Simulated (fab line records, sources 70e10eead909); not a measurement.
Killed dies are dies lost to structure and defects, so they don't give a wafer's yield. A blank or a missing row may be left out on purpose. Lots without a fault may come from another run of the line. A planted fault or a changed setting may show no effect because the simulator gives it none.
A struck lot beside a sound one | flow nand_harc | 38 steps out of a route of 1302
Sound: wafers L154.1, L154.4, L154.6. Struck: wafer L168.4. (L168.2, L168.3 of the same lot were not struck and are left out.) The cause comes at the end.
At each step with rows: each side's tool, then ch and its chambers, then its first start. Under that, the readings that differ: sound wafers | struck wafers | difference of the means | sigmas: that difference in standard deviations of wafers without a fault.
alike: readings whose means differ by less than 2 such deviations, and words and numbers that are the same on both sides. not compared: withheld readings, readings that some wafer has no value for, bounds like >300 that may hide the same value, and numbers for which the record gives no deviation and whose values overlap.
The two part at a step that has a row with sigmas, a row that says differs or no value, or rows on one side only. Numbers that don't overlap but have no deviation are shown without sigmas and don't part them. A reading that every wafer of one side lacks parts them only if that side has two wafers or more.

first, 2 steps without rows for these wafers: NHARC_A_CHANNEL_FILL_D2_CVD_18 (deposits poly-Si, target thk 3 nm); NHARC_A_CHANNEL_FILL_D2_ETCHBACK_19 (etches the open film in HBr/Cl2, target depth 5 nm, time 1.7 s).
NHARC_A_CHANNEL_FILL_D2_ETCHBACK_20: etches the open film in C4F8/O2/Ar, target depth 27 nm, time 13.5 s.
  sound on rie_diel-10 ch 1,3, day 15 21:44; struck on rie_diel-13 ch 0, day 20 23:49
  alike: oes_product_au, rf_vpp_V
  not compared: rf_hours_counter_h
NHARC_A_CHANNEL_FILL_D2_STRIP_28: strips in O2, time 20 s.
  sound on rie_diel-10 ch 0,1,3, day 15 21:50; struck on rie_diel-13 ch 3, day 20 23:55
  alike: drypump_motor_current_A, oes_product_au, rf_vpp_V, showerhead_plenum_p_Torr, throttle_valve_pct
  not compared: rf_hours_counter_h
then, 7 steps without rows for these wafers: NHARC_A_CHANNEL_FILL_D2_PRECLEAN_21 (cleans in dHF, time 30 s); NHARC_A_CHANNEL_FILL_D2_SRD_23; NHARC_A_CHANNEL_FILL_D2_CVD_05 (deposits poly-Si, target thk 5 nm); NHARC_A_CHANNEL_FILL_D2_ANNEAL_22 (time 7200 s); NHARC_A_CHANNEL_FILL_D2_ALD_25 (deposits SiOx, target thk 60 nm, pulse time 10 s, ald cycles 600); NHARC_A_CHANNEL_FILL_D2_ETCHBACK_08 (etches the open film in C4F8, target depth 220 nm, time 110 s); NHARC_A_CHANNEL_FILL_D2_STRIP_29 (strips in O2, time 20 s).
NHARC_A_CHANNEL_FILL_D2_PRECLEAN_30: cleans in dHF, time 30 s.
  sound on wet_bench-09 ch 1,4,5, day 16 15:19; struck on wet_bench-09 ch 0,4,7, day 21 17:35
then, 2 steps without rows for these wafers: NHARC_A_CHANNEL_FILL_D2_SRD_31; NHARC_A_CHANNEL_FILL_D2_CVD_09 (deposits poly-Si, target thk 150 nm, time 3000 s).
NHARC_A_CHANNEL_FILL_D2_CMP_10: polishes, target thk 150 nm.
  sound on cmp-04 ch 0,1,2, day 16 21:32; struck on cmp-01 ch 1, day 21 23:13
  alike: edge_zone_pressure_frac, motor_current_A, slurry_flow_ml_min, time_to_endpoint_s
then, 1 step without rows for these wafers: NHARC_A_CHANNEL_FILL_D2_SRD_12.
NHARC_A_CHANNEL_FILL_D2_RTA_24: time 5 s.
  sound on rtp_anneal-02 ch 0, day 16 22:29; struck on rtp_anneal-01 ch 0, day 21 23:40
  reading             | sound          | struck | difference | sigmas
  lamp_power_pct (%)  | 28.0 28.0 28.1 | 27.0   | -1.0       | -2
  lamp_zone_7_pct (%) | 28.5 28.5 28.5 | 27.4   | -1.1       | -2
  alike: anneal_temp_c_max, wafer_temp_C_max
then, 11 steps without rows for these wafers: NHARC_A_STAIRCASE_DEP_156 (deposits SiNx, target thk 50 nm); NHARC_A_STAIRCASE_DEHYDRATE_158 (time 120 s); NHARC_A_STAIRCASE_HMDS_159 (time 30 s); NHARC_A_STAIRCASE_COAT_160; NHARC_A_STAIRCASE_SOFTBAKE_161 (time 170 s); NHARC_A_STAIRCASE_EBR_162; NHARC_A_STAIRCASE_EXPOSE_163 (exposes mask STAIR OPEN); NHARC_A_STAIRCASE_PEB_164 (peb time 130 s); NHARC_A_STAIRCASE_DEVELOP_165 (time 140 s); NHARC_A_STAIRCASE_HARDBAKE_167 (time 140 s); NHARC_A_STAIRCASE_DESCUM_168 (chemistry O2, time 3 s).
NHARC_A_STAIRCASE_ETCH_169: etches the open film in CH3F/O2, target depth 50 nm, time 107.1 s.
  sound on rie_diel-08 ch 0,2, day 16 23:53; struck on rie_diel-01 ch 1, day 22 00:50
  reading                     | sound       | struck | difference | sigmas
  drypump_motor_current_A (A) | 5.3 5.9 5.2 | 6.4    | +0.9       | +2
  alike: oes_product_au, rf_vpp_V, showerhead_plenum_p_Torr, throttle_valve_pct
  not compared: rf_hours_counter_h
then, 8 steps without rows for these wafers: NHARC_A_STAIRCASE_ETCH_170 (etches the open film in C4F6/O2, target depth 200 nm, time 66.667 s); NHARC_A_STAIRCASE_STRIP_171 (strips in O2); NHARC_A_STAIRCASE_STRIP_172 (strips in SPM, time 900 s); NHARC_A_STAIRCASE_PRECLEAN_173 (cleans in SC1); NHARC_A_STAIRCASE_SRD_174; NHARC_A_STAIRCASE_DEHYDRATE_01 (time 120 s); NHARC_A_STAIRCASE_HMDS_02 (time 30 s); NHARC_A_STAIRCASE_COAT_03.
-- the record jumps here: 10 days lie between the struck wafers' starts before and after (it left off in module A_STAIRCASE and takes up again in module END, whose first step shown is number 1302 of the route) --
NHARC_END_SORT_01:
  the record has rows for the struck wafers here (prober-01 ch 0, day 31 22:16) and none for the sound ones

WHERE THEY PART
First at NHARC_A_CHANNEL_FILL_D2_RTA_24; last, within this record, at NHARC_END_SORT_01.

WHY: what the simulator had put in
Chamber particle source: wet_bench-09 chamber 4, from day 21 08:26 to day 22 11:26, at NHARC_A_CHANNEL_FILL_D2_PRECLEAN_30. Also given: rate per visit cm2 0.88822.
